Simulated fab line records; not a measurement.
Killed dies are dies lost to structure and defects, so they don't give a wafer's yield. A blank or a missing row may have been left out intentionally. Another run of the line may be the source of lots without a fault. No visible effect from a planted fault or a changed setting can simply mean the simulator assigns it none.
Lot-split experiment    flow n5_finfet    21 wafers read from 7 lots, route of 1938 steps

## THE SPLIT ITSELF
At N5_BEOL_M0_SAQP_PEB_12 (peb time 60 s), the setting peb_time_s was moved away from the recipe's 60 s on 7 of the 21 wafers read, by -15.2% to +20.9%. This setting was run at the recipe's value on the other wafers.

## FROM SPLIT TO READING: 1 step shown by the file between the two
- N5_BEOL_M0_SAQP_DEVELOP_13: develop time 30 s

## THE READING
cd_nm at N5_BEOL_M0_SAQP_CD_MEAS_14, given in nm (cd target 42.5 nm). Typical for fault-free wafers on this fab line: 42.4 nm, with standard deviation 0.44 nm.

wafer   tool, chamber at the split  peb_time_s as run, s  against the recipe  cd_nm, nm  against lot-mates on the recipe
L077.1  litho_track-02, 0           60                    recipe              41.9       -
L077.3  litho_track-02, 0           60                    recipe              42.0       -
L077.4  litho_track-02, 0           50.9                  -15.2%              45.4       +3.4
L078.1  litho_track-05, 0           60                    recipe              42.4       -
L078.2  litho_track-05, 0           60                    recipe              42.0       -
L078.4  litho_track-05, 0           60                    recipe              42.7       -
L079.1  litho_track-03, 0           60                    recipe              42.2       -
L079.2  litho_track-03, 0           60                    recipe              42.9       -
L079.6  litho_track-03, 0           72.55                 +20.9%              39.1       -3.4
L082.2  litho_track-05, 0           60                    recipe              42.7       -
L082.4  litho_track-05, 0           60                    recipe              42.9       -
L082.5  litho_track-05, 0           60                    recipe              42.5       -
L083.1  litho_track-03, 0           71.82                 +19.7%              39.4       -2.2
L083.2  litho_track-03, 0           60                    recipe              41.6       -
L083.6  litho_track-03, 0           71.82                 +19.7%              39.4       -2.2
L087.1  litho_track-02, 0           53.85                 -10.2%              43.7       +1.6
L087.2  litho_track-02, 0           60                    recipe              42.1       -
L087.4  litho_track-02, 0           53.85                 -10.2%              44.6       +2.5
L089.1  litho_track-02, 0           68.49                 +14.1%              40.5       -2.1
L089.2  litho_track-02, 0           60                    recipe              43.0       -
L089.4  litho_track-02, 0           60                    recipe              42.3       -

THE FIT
A straight line over all 21 wafers: cd_nm changes by -0.16 nm for each +1% of peb_time_s; r = -0.97; the points scatter about the line by 0.42 nm.
The same after taking each lot's own level away (the mean of its wafers on the recipe; 21 wafers): -0.157 nm for each +1%; r = -0.96; scatter 0.44 nm.
That fit puts the effect of the largest move of peb_time_s on the reading at 3.3 nm.
From 41.60 to 42.70 nm: that is the span of the lots' own levels, equal to 2.5 times the standard deviation above.
So the lot-to-lot level changes the slope little: the two slopes agree.
Check: for one of the wafers moved furthest among these (+20.9%), held out of the fit, the line's prediction against its lot-mates is -2.99 nm. Against them it came out at -3.45 nm.

## FURTHER SPLITS ON THESE WAFERS
Other splits were also applied to these wafers ahead of the reading. Each is held against what the fit with the lots' levels taken away leaves over:
other split on the same wafers                wafers away from the commonest value  r with cd_nm (lot level and that fit taken away)
N5_SD_EPI_P_COAT_03 spin_rpm                  10                                    +0.11
N5_SDB_COAT_05 spin_rpm                       6                                     -0.13
N5_MOL_CONTACT_COAG_CONTACT_ETCH_14 source_w  4                                     -0.35
N5_MOL_CONTACT_COAG_CVD_140 target_thk_a      5                                     -0.18

## THE FILE'S OWN FIT
cd_nm changes by -0.162 nm for each +1% of peb_time_s, r = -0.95.
